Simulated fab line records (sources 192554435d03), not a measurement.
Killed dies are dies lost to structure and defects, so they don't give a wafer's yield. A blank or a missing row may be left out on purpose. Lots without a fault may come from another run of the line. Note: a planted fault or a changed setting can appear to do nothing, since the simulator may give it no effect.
fab line records ; flow n5-finfet
record lots=7; wafers=21
route steps=1938 shown BEOL_M8@1377 BEOL_M11@1539 BEOL_M12@1605 BEOL_M13@1685
start-h: hours from the record's first day to the start of the lot's first wafer shown ; wait-h: time in hours since the lot's previous step ; " unchanged from the row above ; L1.1+2: a row that stands for several wafers ; - no value present, or no start provided ; * or withheld: withheld ; < > ~ a bound
route shown NAME@n: a module of which the file shows steps, and the number in the route of the first ; usual: the fault-free wafers' mean and standard deviation ; same: alike in all rows ; chamber/n: place in a boat ; sites: per-site readings ; _std_site: the values' standard deviation ; _edge_site: outer sites' mean less inner sites' ; radius-mm: how far each site lies from the wafer's centre ; mask NAME#n: copy n ; behind: the most recent tool/chamber to have shaped the wafer ; hold: the reason the lot was held/the length of the hold in hours/how it ended ; device: whichever transistor did not switch (one of n, p or np) ; end of line: at the end of the route, the tests of the same wafers ; a step given without rows: its recipe and nothing more ; killed: at the first sort, the dies lost to defects and structure; wafer yield is something else ; map: a wafer's dies, marking killed ones x, the rest . and places with no die _
set.NAME: the setting the step ran with; set.NAME@STEP: the setting that earlier step ran with ; model.NAME: the simulator's own value behind a step, which no gauge read
lots with deliberately changed settings; one table per step, one row per wafer
## steps
# step N5_BEOL_M8_TRENCH_ETCH_37
# recipe chemistry=C4F6/O2; target-depth-a=934.78; target=SiCOH_lowk; time-s=31.2; ion-energy-ev=250; pressure-mtorr=30; source-w=345; bias-w=185; Ar_flow_sccm=300; C4F6_flow_sccm=10; O2_flow_sccm=10
# usual rf-vpp-V=667/9.2
lot.wafer;tool;chamber;start-h;wait-h;set.bias-w;rf-vpp-V
L074.1;rie-diel-03;1;-;-;217.5;770
L074.4;rie-diel-03;3;-;-;185;657
L074.5;rie-diel-03;1;-;-;185;680
L075.3;rie-diel-03;3;-;-;185;658
L075.4;rie-diel-03;2;-;-;185;681
L075.5;rie-diel-03;0;-;-;185;667
L086.2;rie-diel-04;0;-;-;208.2;713
L086.3;rie-diel-04;1;-;-;185;656
L086.4;rie-diel-04;1;-;-;185;655
L085.2;rie-diel-06;2;-;-;214.6;750
L085.3;rie-diel-06;0;-;-;214.6;747
L085.4;rie-diel-06;3;-;-;214.6;761
L089.2;rie-diel-04;0;-;-;195.6;678
L089.4;rie-diel-04;3;-;-;195.6;681
L089.5;rie-diel-04;2;-;-;185;664
L095.3;rie-diel-04;0;-;-;200.2;693
L095.4;rie-diel-04;2;-;-;200.2;706
L095.5;rie-diel-04;3;-;-;185;652
L096.3;rie-diel-03;1;-;-;185;680
L096.5;rie-diel-03;1;-;-;185;679
L096.6;rie-diel-03;0;-;-;185;666
# step N5_BEOL_M8_ETCH_41
# recipe chemistry=CH3F/O2; target=SiCN; target-depth-a=319; taper-deg=2; time-s=57.8; ion-energy-ev=120; mask-material=TiN; pressure-mtorr=30; source-w=395; bias-w=75; Ar_flow_sccm=150; CH3F_flow_sccm=30; O2_flow_sccm=20
# step N5_BEOL_M8_STRIP_80
# recipe chemistry=N2/H2; time-s=10; power-w=450; temp-c=40; pressure-mtorr=20; rf-frequency-hz=6e+07; bias-power-w=7; n2-flow-sccm=200; h2-flow-sccm=200
# step N5_BEOL_M8_PRECLEAN_42
# recipe chemistry=residue-remover; time-s=60; temp-c=40
# step N5_BEOL_M8_SRD_43
# recipe time-s=30; temp-c=23; rinse-liquid=diw; dry=ipa-marangoni
# step N5_BEOL_M8_CD_MEAS_35
# recipe target-cd-nm=40; polarity=opening
# usual cd-nm=40.1/0.53
lot.wafer;tool;chamber;start-h;wait-h;set.peb-time-s@BEOL_M8_PEB_09;cd-nm
L074.1;cd-sem-02;-;240.76;0.0;60;39.3
L074.4;cd-sem-02;-;240.76;0.0;66.21;42.1
L074.5;cd-sem-02;-;240.76;0.0;66.21;42.6
L075.3;cd-sem-01;-;246.62;0.0;60;40.2
L075.4;cd-sem-01;-;246.62;0.0;60;39.3
L075.5;cd-sem-01;-;246.62;0.0;60;40.5
L086.2;cd-sem-02;-;311.88;0.0;60;39.7
L086.3;cd-sem-02;-;311.88;0.0;53.56;37.6
L086.4;cd-sem-02;-;311.88;0.0;60;40.2
L085.2;cd-sem-01;-;312.28;0.0;60;40.4
L085.3;cd-sem-01;-;312.28;0.0;60;40.0
L085.4;cd-sem-01;-;312.28;0.0;60;39.6
L089.2;cd-sem-02;-;340.71;0.0;60;39.6
L089.4;cd-sem-02;-;340.71;0.0;53.97;37.0
L089.5;cd-sem-02;-;340.71;0.0;60;40.5
L095.3;cd-sem-03;-;368.48;0.0;60;39.3
L095.4;cd-sem-03;-;368.48;0.0;60;39.0
L095.5;cd-sem-03;-;368.48;0.0;60;39.5
L096.3;cd-sem-01;-;372.65;0.0;73;45.2
L096.5;cd-sem-01;-;372.65;0.0;73;44.6
L096.6;cd-sem-01;-;372.65;0.0;73;45.1
# step N5_BEOL_M11_PECVD_70
# recipe material=SiO2; target-thk-a=200; temp-c=400; precursor=TEOS/O2; pressure-torr=5.5; rf-w=450; teos-flow-sccm=53.8; gas=O2; flow-sccm=3000; time-s=22.7
lot.wafer;tool;chamber;start-h;wait-h;set.time-s;model.SiO2_of_BEOL_M11_PECVD_70.thk-nm
L074.1+4;pecvd-03;0,1;263.00;0.0;25.65;22.8
L074.5;pecvd-03;2;263.00;0.0;25.65;22.6
L075.3;pecvd-01;2;266.86;0.0;22.7;19.4
L075.4;pecvd-01;0;266.86;0.0;22.7;20.4
L075.5;pecvd-01;1;266.86;0.0;22.7;20.2
L085.2;pecvd-03;0;333.63;0.0;19.84;17.6
L085.3;pecvd-03;2;333.63;0.0;22.7;19.8
L085.4;pecvd-03;2;333.63;0.0;22.7;20
L086.2;pecvd-03;0;334.65;0.0;22.7;20.2
L086.3;pecvd-03;1;334.65;0.0;22.7;20
L086.4;pecvd-03;2;334.65;0.0;19.9;17.8
L089.2;pecvd-01;1;364.85;0.0;23.58;20.4
L089.4;pecvd-01;0;364.85;0.0;22.7;20
L089.5;pecvd-01;2;364.85;0.0;23.58;20.6
L095.3+5;pecvd-01;2,1;387.61;0.0;24.85;21.2
L095.4;pecvd-01;0;387.61;0.0;22.7;19.8
L096.3;pecvd-01;2;399.55;0.0;22.7;19.4
L096.5;pecvd-01;2;399.55;0.0;22.7;20
L096.6;pecvd-01;0;399.55;0.0;22.7;20.2
# step N5_BEOL_M11_COAT_60
# recipe resist=SiARC; temp-c=220; time-s=60; spin-rpm=1500; resist-thk-nm=30
lot.wafer;tool;chamber;start-h;wait-h;set.spin-rpm;model.SiARC_of_BEOL_M11_COAT_60.thk-nm
L074.1+4;litho-track-02;0;-;-;1355;31.8
L074.5;litho-track-02;0;-;-;1500;30
L075.3+4;litho-track-05;0;-;-;1500;30
L075.5;litho-track-05;0;-;-;1500;30.2
L085.2;litho-track-01;0;-;-;1584;29
L085.3+4;litho-track-01;0;-;-;1500;30
L086.2+4;litho-track-02;0;-;-;1500;30
L086.3;litho-track-02;0;-;-;1597;29.2
L089.2+4+5;litho-track-05;0;-;-;1407;31
L095.3+4+5;litho-track-05;0;-;-;1415;30.8
L096.3;litho-track-02;0;-;-;1500;30
L096.5+6;litho-track-02;0;-;-;1651;28.6
# step N5_BEOL_M11_COAT_05
# recipe resist=CAR-ArF; spin-rpm=1500; resist-thk-nm=90
# step N5_BEOL_M11_EBR_07
# recipe solvent=PGMEA; ebr-width-mm=1.5
# step N5_BEOL_M11_DESCUM_16
# recipe chemistry=O2; time-s=7.9; source-power-w=50; bias-power-w=20; pressure-mtorr=20; rf-frequency-hz=2.712e+07; temp-c=40; resist=CAR-ArF; o2-flow-sccm=225
# step N5_BEOL_M11_ETCH_61
# recipe chemistry=CF4; target=SiARC; target-depth-a=390; mask-material=CAR-ArF; time-s=65; ion-energy-ev=80; pressure-mtorr=40; source-w=545; bias-w=36; Ar_flow_sccm=100; cf4-flow-sccm=100; ends=cleared
lot.wafer;tool;chamber;start-h;wait-h;set.spin-rpm@BEOL_M11_COAT_60;model.etch.depth-nm;model.CAR-ArF_of_BEOL_M11_COAT_05.thk-nm
L074.1;rie-diel-01;3;264.79;0.0;1355;31.7;54
L074.4;rie-diel-01;2;264.79;0.0;1355;31.74;53.8
L074.5;rie-diel-01;1;264.79;0.0;1500;30.05;55.4
L075.3;rie-diel-05;3;268.29;0.0;1500;30.01;55.6
L075.4;rie-diel-05;2;268.29;0.0;1500;30.06;55.8
L075.5;rie-diel-05;1;268.29;0.0;1500;30.1;55.6
L085.2;rie-diel-01;3;335.96;0.0;1584;29.04;56.8
L085.3;rie-diel-01;2;335.96;0.0;1500;29.91;56.2
L085.4;rie-diel-01;0;335.96;0.0;1500;29.93;56
L086.2;rie-diel-01;1;336.31;0.0;1500;30.03;55.4
L086.3;rie-diel-01;2;336.31;0.0;1597;29.12;56.4
L086.4;rie-diel-01;0;336.31;0.0;1500;30.03;55.6
L089.2;rie-diel-02;1;367.47;0.0;1407;30.96;55.2
L089.4;rie-diel-02;3;367.47;0.0;1407;31.06;55
L089.5;rie-diel-02;0;367.47;0.0;1407;30.97;54.8
L095.3;rie-diel-01;2;389.21;0.0;1415;30.71;54.6
L095.4;rie-diel-01;1;389.21;0.0;1415;30.78;54.6
L095.5;rie-diel-01;2;389.21;0.0;1415;30.72;54.6
L096.3;rie-diel-02;3;402.61;0.0;1500;30.08;55.6
L096.5;rie-diel-02;1;402.61;0.0;1651;28.58;57
L096.6;rie-diel-02;2;402.61;0.0;1651;28.59;57
# step N5_BEOL_M11_ETCH_62
# recipe chemistry=N2/H2; target=SOC; target-depth-a=1100; overetch-a=220; mask-material=SiARC; temp-c=40; time-s=165; ion-energy-ev=200; pressure-mtorr=30; source-w=840; bias-w=150; n2-flow-sccm=200; h2-flow-sccm=200
lot.wafer;tool;chamber;start-h;wait-h;set.spin-rpm@BEOL_M11_COAT_60;model.SiARC_of_BEOL_M11_COAT_60.thk-nm
L074.1;rie-diel-01;3;264.84;0.0;1355;25.2
L074.4;rie-diel-01;2;264.84;0.0;1355;25
L074.5;rie-diel-01;1;264.84;0.0;1500;24
L075.3+4+5;rie-diel-05;3,2,1;268.34;0.0;1500;23.4
L085.2;rie-diel-01;3;336.01;0.0;1584;22.4
L085.3+4;rie-diel-01;2,0;336.01;0.0;1500;23.2
L086.2;rie-diel-01;1;336.36;0.0;1500;23.8
L086.3;rie-diel-01;2;336.36;0.0;1597;22.6
L086.4;rie-diel-01;0;336.36;0.0;1500;23.4
L089.2;rie-diel-02;1;367.52;0.0;1407;24.4
L089.4;rie-diel-02;3;367.52;0.0;1407;24.6
L089.5;rie-diel-02;0;367.52;0.0;1407;24.8
L095.3+5;rie-diel-01;2;389.26;0.0;1415;24
L095.4;rie-diel-01;1;389.26;0.0;1415;24.6
L096.3;rie-diel-02;3;402.66;0.0;1500;23.6
L096.5;rie-diel-02;1;402.66;0.0;1651;22
L096.6;rie-diel-02;2;402.66;0.0;1651;22.4
# step N5_BEOL_M11_STRIP_68
# recipe chemistry=N2/H2; temp-c=40; n2-flow-sccm=200; h2-flow-sccm=200; rf-frequency-hz=6e+07
# step N5_BEOL_M11_STRIP_67
# recipe chemistry=CF4; resist=SiARC; power-w=300; bias-power-w=75; pressure-mtorr=50; cf4-flow-sccm=150; rf-frequency-hz=6e+07
# step N5_BEOL_M11_ECD_50
# recipe material=Cu; target-thk-a=3180
# step N5_BEOL_M11_ANNEAL_51
# recipe temp-c=225; time-s=90; ambient=N2
# step N5_BEOL_M11_CMP_52
# recipe stop-on=SiCOH_lowk; t-overpolish-s=7; down-force-psi=1; platen-rpm=50; clearing-platen-down-force-psi=1.5; clearing-platen-rpm=50; post-cmp-clean=cu-alkaline; target-thk-nm=140; clearing-platen-pad-velocity-m-s=0.99484; pad-velocity-m-s=0.99484
# usual barrier-field-endpoint-s=28.6/0.76
lot.wafer;tool;chamber;start-h;wait-h;set.time-s@BEOL_M11_PECVD_70;barrier-field-endpoint-s
L074.4;cmp-04;0;270.51;0.3;25.65;31.0
L074.1;cmp-04;1;270.51;0.3;25.65;31.7
L074.5;cmp-04;3;270.51;0.3;25.65;30.9
L075.4;cmp-04;3;273.53;0.1;22.7;28.7
L075.3;cmp-04;2;273.53;0.1;22.7;28.4
L075.5;cmp-04;3;273.53;0.1;22.7;28.5
L085.2;cmp-04;3;340.95;0.2;19.84;26.3
L085.4;cmp-04;1;340.95;0.2;22.7;28.6
L085.3;cmp-04;2;340.95;0.2;22.7;29.1
L086.2;cmp-04;3;341.33;0.2;22.7;28.3
L086.4;cmp-04;0;341.33;0.2;19.9;24.7
L086.3;cmp-04;1;341.33;0.2;22.7;28.3
L089.4;cmp-02;1;371.69;0.1;22.7;29.5
L089.2;cmp-02;3;371.69;0.1;23.58;29.4
L089.5;cmp-02;2;371.69;0.1;23.58;28.6
L095.3;cmp-04;0;396.10;0.2;24.85;29.5
L095.4;cmp-04;3;396.10;0.2;22.7;28.2
L095.5;cmp-04;0;396.10;0.2;24.85;29.7
L096.3;cmp-02;0;408.08;0.2;22.7;28.1
L096.6;cmp-02;2;408.08;0.2;22.7;29.5
L096.5;cmp-02;3;408.08;0.2;22.7;29.0
# step N5_BEOL_M12_COAT_04
# recipe spin-rpm=1625; resist-thk-nm=400
lot.wafer;tool;chamber;start-h;wait-h;set.spin-rpm;model.coat_of_BEOL_M12_COAT_04.thk-nm
L074.1;litho-track-03;0;-;-;1625;399.4
L074.4;litho-track-03;0;-;-;1705;390
L074.5;litho-track-03;0;-;-;1625;400.8
L075.3;litho-track-03;0;-;-;1625;399.2
L075.4;litho-track-03;0;-;-;1625;400.4
L075.5;litho-track-03;0;-;-;1625;400.2
L085.2;litho-track-03;0;-;-;1625;400
L085.3;litho-track-03;0;-;-;1625;401
L085.4;litho-track-03;0;-;-;1497;417.6
L086.2;litho-track-01;0;-;-;1789;381
L086.3;litho-track-01;0;-;-;1789;381.4
L086.4;litho-track-01;0;-;-;1625;401
L089.2;litho-track-03;0;-;-;1791;382.8
L089.4;litho-track-03;0;-;-;1791;382
L089.5;litho-track-03;0;-;-;1625;401.8
L095.3;litho-track-03;0;-;-;1517;412.8
L095.4;litho-track-03;0;-;-;1517;414.2
L095.5;litho-track-03;0;-;-;1625;399.2
L096.3;litho-track-01;0;-;-;1464;424
L096.5;litho-track-01;0;-;-;1625;401.6
L096.6;litho-track-01;0;-;-;1464;423.6
# step N5_BEOL_M12_ETCH_59
# recipe chemistry=N2/H2; target=BARC; target-depth-a=890; overetch-a=267; time-s=67.9; ion-energy-ev=200; pressure-mtorr=30; source-w=840; bias-w=150; n2-flow-sccm=200; h2-flow-sccm=200
lot.wafer;tool;chamber;start-h;wait-h;set.h2-flow-sccm
L074.1+4+5;rie-diel-04;0,3,3;271.52;0.0;200
L075.3+4+5;rie-diel-03;3,0,1;274.57;0.0;200
L085.2+3+4;rie-diel-04;1,0,0;342.17;0.0;200
L086.2+3;rie-diel-03;1,2;342.36;0.0;200
L086.4;rie-diel-03;2;342.36;0.0;206
L089.2+5;rie-diel-03;0,1;372.91;0.0;200
L089.4;rie-diel-03;1;372.91;0.0;211.6
L095.3+4+5;rie-diel-06;1,2,3;397.67;0.0;200
L096.3+5;rie-diel-03;0,3;409.16;0.0;196.2
L096.6;rie-diel-03;0;409.16;0.0;200
# step N5_BEOL_M12_VIA_ETCH_16
# recipe chemistry=C4F8/O2/Ar; target=SiOC; pressure-mtorr=30; source-w=3000; bias-w=700; Ar_flow_sccm=400; C4F8_flow_sccm=15; O2_flow_sccm=8; he-inner-torr=15; he-outer-torr=30; target-depth-a=7248; time-s=withheld; ion-energy-ev=250; ends=cleared
lot.wafer;tool;chamber;start-h;wait-h;set.spin-rpm@BEOL_M12_COAT_04;model.coat_of_BEOL_M12_COAT_04.thk-nm
L074.1;rie-diel-04;0;271.57;0.0;1625;120.2
L074.4;rie-diel-04;3;271.57;0.0;1705;110
L074.5;rie-diel-04;3;271.57;0.0;1625;121.6
L075.3;rie-diel-03;3;274.62;0.0;1625;121.6
L075.4;rie-diel-03;0;274.62;0.0;1625;117.6
L075.5;rie-diel-03;1;274.62;0.0;1625;116.8
L085.2;rie-diel-04;1;342.22;0.0;1625;121
L085.3;rie-diel-04;0;342.22;0.0;1625;123.8
L085.4;rie-diel-04;0;342.22;0.0;1497;134.8
L086.2;rie-diel-03;1;342.41;0.0;1789;102.2
L086.3;rie-diel-03;2;342.41;0.0;1789;107.2
L086.4;rie-diel-03;2;342.41;0.0;1625;123
L089.2;rie-diel-03;0;372.96;0.0;1791;107
L089.4;rie-diel-03;1;372.96;0.0;1791;103.8
L089.5;rie-diel-03;1;372.96;0.0;1625;123
L095.3;rie-diel-06;1;397.72;0.0;1517;135.8
L095.4;rie-diel-06;2;397.72;0.0;1517;135.2
L095.5;rie-diel-06;3;397.72;0.0;1625;116.4
L096.3;rie-diel-03;0;409.21;0.0;1464;142.6
L096.5;rie-diel-03;3;409.21;0.0;1625;122
L096.6;rie-diel-03;0;409.21;0.0;1464;144
# step N5_BEOL_M12_STRIP_63
# recipe chemistry=N2/H2; power-w=1000; temp-c=250; h2-frac=0.65; overash-fraction=0.3; pressure-mtorr=1000; n2-flow-sccm=1750; h2-flow-sccm=3250
# usual strip-time-to-endpoint-s=42.4/0.83
lot.wafer;tool;chamber;start-h;wait-h;set.spin-rpm@BEOL_M12_COAT_04;strip-time-to-endpoint-s
L074.1;plasma-asher-02;0;271.77;-;1625;41.8
L074.4;plasma-asher-02;1;271.77;-;1705;38.9
L074.5;plasma-asher-02;1;271.77;-;1625;42.1
L075.3;plasma-asher-02;1;274.84;-;1625;42.1
L075.4;plasma-asher-02;0;274.84;-;1625;41.0
L075.5;plasma-asher-02;1;274.84;-;1625;40.8
L085.2;plasma-asher-01;1;342.42;-;1625;42.0
L085.3;plasma-asher-01;0;342.42;-;1625;42.7
L085.4;plasma-asher-01;1;342.42;-;1497;45.6
L086.2;plasma-asher-02;0;342.61;-;1789;36.8
L086.3;plasma-asher-02;0;342.61;-;1789;38.2
L086.4;plasma-asher-02;1;342.61;-;1625;42.5
L089.2;plasma-asher-01;1;373.16;-;1791;38.2
L089.4;plasma-asher-01;1;373.16;-;1791;37.2
L089.5;plasma-asher-01;0;373.16;-;1625;42.5
L095.3;plasma-asher-01;0;397.94;-;1517;45.9
L095.4;plasma-asher-01;1;397.94;-;1517;45.7
L095.5;plasma-asher-01;0;397.94;-;1625;40.7
L096.3;plasma-asher-01;0;409.43;-;1464;47.7
L096.5;plasma-asher-01;0;409.43;-;1625;42.2
L096.6;plasma-asher-01;1;409.43;-;1464;48.1
# step N5_BEOL_M12_COAT_22
# recipe spin-rpm=2888; resist-thk-nm=300
lot.wafer;tool;chamber;start-h;wait-h;set.spin-rpm;model.coat_of_BEOL_M12_COAT_22.thk-nm
L074.1+4;litho-track-01;0;-;-;2888;298.4
L074.5;litho-track-01;0;-;-;2888;298.2
L075.3;litho-track-01;0;-;-;2888;299.6
L075.4;litho-track-01;0;-;-;2888;299.2
L075.5;litho-track-01;0;-;-;2888;299.4
L085.2;litho-track-03;0;-;-;3029;294
L085.3;litho-track-03;0;-;-;2888;300
L085.4;litho-track-03;0;-;-;3029;293.8
L086.2;litho-track-03;0;-;-;2888;299.8
L086.3;litho-track-03;0;-;-;2888;299
L086.4;litho-track-03;0;-;-;2888;300
L089.2;litho-track-04;0;-;-;3005;294.2
L089.4;litho-track-04;0;-;-;2888;300
L089.5;litho-track-04;0;-;-;3005;293.8
L095.3;litho-track-03;0;-;-;2888;301.4
L095.4;litho-track-03;0;-;-;2779;306.4
L095.5;litho-track-03;0;-;-;2779;307.4
L096.3;litho-track-01;0;-;-;3037;293.4
L096.5;litho-track-01;0;-;-;2888;301.2
L096.6;litho-track-01;0;-;-;3037;293.6
# step N5_BEOL_M12_EBR_24
# recipe solvent=PGMEA; ebr-width-mm=1.5
# step N5_BEOL_M12_SOFTBAKE_23
# recipe temp-c=130; time-s=60
# step N5_BEOL_M12_DESCUM_33
# recipe chemistry=O2; time-s=7.9; source-power-w=50; bias-power-w=20; pressure-mtorr=20; rf-frequency-hz=2.712e+07; temp-c=40; o2-flow-sccm=225
# step N5_BEOL_M12_ETCH_67
# recipe chemistry=CF4; target=SiARC; target-depth-a=1430; time-s=238.3; ion-energy-ev=80; pressure-mtorr=40; source-w=545; bias-w=36; Ar_flow_sccm=100; cf4-flow-sccm=100; ends=cleared
lot.wafer;tool;chamber;start-h;wait-h;set.spin-rpm@BEOL_M12_COAT_22;model.coat_of_BEOL_M12_COAT_22.thk-nm
L074.1+4+5;rie-diel-06;0,1,3;272.44;0.0;2888;209.6
L075.3;rie-diel-06;1;275.60;0.0;2888;211
L075.4;rie-diel-06;2;275.60;0.0;2888;210.4
L075.5;rie-diel-06;2;275.60;0.0;2888;210.8
L085.2+4;rie-diel-06;2,0;343.08;0.0;3029;205.2
L085.3;rie-diel-06;3;343.08;0.0;2888;211.6
L086.2+4;rie-diel-04;2,0;343.40;0.0;2888;211
L086.3;rie-diel-04;0;343.40;0.0;2888;210
L089.2+5;rie-diel-03;1,3;373.82;0.0;3005;205
L089.4;rie-diel-03;2;373.82;0.0;2888;211.2
L095.3;rie-diel-03;1;398.58;0.0;2888;212.4
L095.4;rie-diel-03;3;398.58;0.0;2779;217.8
L095.5;rie-diel-03;1;398.58;0.0;2779;218.8
L096.3;rie-diel-04;3;410.54;0.0;3037;204.8
L096.5;rie-diel-04;2;410.54;0.0;2888;212.8
L096.6;rie-diel-04;3;410.54;0.0;3037;204.6
# step N5_BEOL_M13_EXPOSE_25
# recipe mask-id=M13; na=0.93; source-shape=conventional; sigma-outer=0.4; polarization=unpolarized; target-cd-nm=210; dose-mj=22
lot.wafer;tool;chamber;start-h;wait-h;mask;set.dose-mj
L074.1;krf-scanner-01;0;277.66;-;M13#0;23.06
L074.4+5;krf-scanner-01;0;277.66;-;M13#0;22
L075.3+4+5;krf-scanner-01;0;281.65;-;M13#0;22
L085.2;krf-scanner-01;0;349.43;-;M13#0;22
L085.3+4;krf-scanner-01;0;349.43;-;M13#0;20.55
L086.2;krf-scanner-02;0;349.71;-;M13#0;23.03
L086.3+4;krf-scanner-02;0;349.71;-;M13#0;22
L089.2+4;krf-scanner-01;0;377.82;-;M13#0;21.54
L089.5;krf-scanner-01;0;377.82;-;M13#0;22
L095.3+4+5;krf-scanner-02;0;405.78;-;M13#0;22
L096.3;krf-scanner-02;0;416.00;-;M13#0;23.61
L096.5+6;krf-scanner-02;0;416.00;-;M13#0;22
# step N5_BEOL_M13_PEB_26
# recipe peb-temp-c=130; peb-time-s=90
# step N5_BEOL_M13_DEVELOP_27
# recipe develop-time-s=45; rinse-liquid=diw; dry=air-spin; dev-temp-c=21
# step N5_BEOL_M13_HARDBAKE_32
# recipe temp-c=130; time-s=120
# step N5_BEOL_M13_CD_MEAS_28
# recipe target-cd-nm=209.5; landing-energy-ev=500; detector=se-inlens
# usual cd-nm=209.5/1.6
lot.wafer;tool;chamber;start-h;wait-h;set.dose-mj@BEOL_M13_EXPOSE_25;cd-nm
L074.1;cd-sem-03;0;277.83;-;23.06;216.6
L074.4;cd-sem-03;0;277.83;-;22;210.3
L074.5;cd-sem-03;0;277.83;-;22;210.4
L075.3;cd-sem-01;0;281.81;-;22;210.0
L075.4;cd-sem-01;0;281.81;-;22;210.3
L075.5;cd-sem-01;0;281.81;-;22;209.5
L085.2;cd-sem-03;0;349.60;-;22;210.1
L085.3;cd-sem-03;0;349.60;-;20.55;202.5
L085.4;cd-sem-03;0;349.60;-;20.55;203.4
L086.2;cd-sem-03;0;349.88;-;23.03;213.4
L086.3;cd-sem-03;0;349.88;-;22;208.3
L086.4;cd-sem-03;0;349.88;-;22;208.7
L089.2;cd-sem-03;0;377.99;-;21.54;210.2
L089.4;cd-sem-03;0;377.99;-;21.54;209.3
L089.5;cd-sem-03;0;377.99;-;22;211.7
L095.3;cd-sem-01;0;405.95;-;22;205.8
L095.4;cd-sem-01;0;405.95;-;22;207.7
L095.5;cd-sem-01;0;405.95;-;22;207.9
L096.3;cd-sem-03;0;416.17;-;23.61;215.9
L096.5;cd-sem-03;0;416.17;-;22;208.3
L096.6;cd-sem-03;0;416.17;-;22;208.9
# step N5_BEOL_M13_DESCUM_33
# recipe chemistry=O2; time-s=7.9; source-power-w=50; bias-power-w=20; pressure-mtorr=20; rf-frequency-hz=2.712e+07; temp-c=40; o2-flow-sccm=225
lot.wafer;tool;chamber;start-h;wait-h;set.dose-mj@BEOL_M13_EXPOSE_25;model.BEOL_M13.cd-nm
L074.1;rie-diel-01;1;277.92;0.0;23.06;216.2
L074.4;rie-diel-01;3;277.92;0.0;22;210.2
L074.5;rie-diel-01;3;277.92;0.0;22;210.6
L075.3;rie-diel-01;1;281.89;0.0;22;210
L075.4;rie-diel-01;2;281.89;0.0;22;210.4
L075.5;rie-diel-01;0;281.89;0.0;22;209.6
L085.2;rie-diel-01;0;349.68;0.0;22;210.6
L085.3;rie-diel-01;3;349.68;0.0;20.55;202.8
L085.4;rie-diel-01;2;349.68;0.0;20.55;203.6
L086.2;rie-diel-05;0;349.97;0.0;23.03;213.6
L086.3;rie-diel-05;3;349.97;0.0;22;208.2
L086.4;rie-diel-05;1;349.97;0.0;22;208.6
L089.2;rie-diel-05;0;378.08;0.0;21.54;210.4
L089.4;rie-diel-05;2;378.08;0.0;21.54;209.2
L089.5;rie-diel-05;0;378.08;0.0;22;211.4
L095.3;rie-diel-02;1;406.38;0.4;22;206
L095.4+5;rie-diel-02;0;406.38;0.4;22;208
L096.3;rie-diel-02;3;416.49;0.3;23.61;216
L096.5;rie-diel-02;3;416.49;0.3;22;208.4
L096.6;rie-diel-02;2;416.49;0.3;22;209
## key
split step=N5_BEOL_M8_TRENCH_ETCH_37; setting=bias-w; stated=185; by=wafer
response step=N5_BEOL_M8_TRENCH_ETCH_37; reading=rf-vpp-V; change=+5.26; per=1%; r=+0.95
split step=N5_BEOL_M11_PECVD_70; setting=time-s; stated=22.7; by=wafer
response step=N5_BEOL_M11_PECVD_70; reading=model.SiO2_of_BEOL_M11_PECVD_70.thk-nm; change=+0.175; per=1%; r=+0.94
response step=N5_BEOL_M11_CMP_52; reading=barrier-field-endpoint-s; change=+0.211; per=1%; r=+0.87
split step=N5_BEOL_M11_COAT_60; setting=spin-rpm; stated=1500; by=wafer
response step=N5_BEOL_M11_COAT_60; reading=model.SiARC_of_BEOL_M11_COAT_60.thk-nm; change=-0.158; per=1%; r=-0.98
response step=N5_BEOL_M11_ETCH_61; reading=model.etch.depth-nm; change=-0.157; per=1%; r=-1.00
response step=N5_BEOL_M11_ETCH_61; reading=model.CAR-ArF_of_BEOL_M11_COAT_05.thk-nm; change=+0.143; per=1%; r=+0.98
response step=N5_BEOL_M11_ETCH_62; reading=model.SiARC_of_BEOL_M11_COAT_60.thk-nm; change=-0.133; per=1%; r=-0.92
split step=N5_BEOL_M12_COAT_04; setting=spin-rpm; stated=1625; by=wafer
response step=N5_BEOL_M12_COAT_04; reading=model.coat_of_BEOL_M12_COAT_04.thk-nm; change=-2.06; per=1%; r=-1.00
response step=N5_BEOL_M12_VIA_ETCH_16; reading=model.coat_of_BEOL_M12_COAT_04.thk-nm; change=-1.96; per=1%; r=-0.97
response step=N5_BEOL_M12_STRIP_63; reading=strip-time-to-endpoint-s; change=*; per=1%; r=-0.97
split step=N5_BEOL_M12_ETCH_59; setting=h2-flow-sccm; stated=200; by=wafer
response none clear
split step=N5_BEOL_M12_COAT_22; setting=spin-rpm; stated=2888; by=wafer
response step=N5_BEOL_M12_COAT_22; reading=model.coat_of_BEOL_M12_COAT_22.thk-nm; change=-1.41; per=1%; r=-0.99
response step=N5_BEOL_M12_ETCH_67; reading=model.coat_of_BEOL_M12_COAT_22.thk-nm; change=-1.48; per=1%; r=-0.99
split step=N5_BEOL_M13_EXPOSE_25; setting=dose-mj; stated=22; by=wafer
response step=N5_BEOL_M13_CD_MEAS_28; reading=cd-nm; change=+1.07; per=1%; r=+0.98
response step=N5_BEOL_M13_DESCUM_33; reading=model.BEOL_M13.cd-nm; change=+1.08; per=1%; r=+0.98
split outside-this-file step=N5_BEOL_M8_PEB_09 setting=peb-time-s
# split outside-this-file: this setting was split too, and the file shows its column; the key of that split is in another file
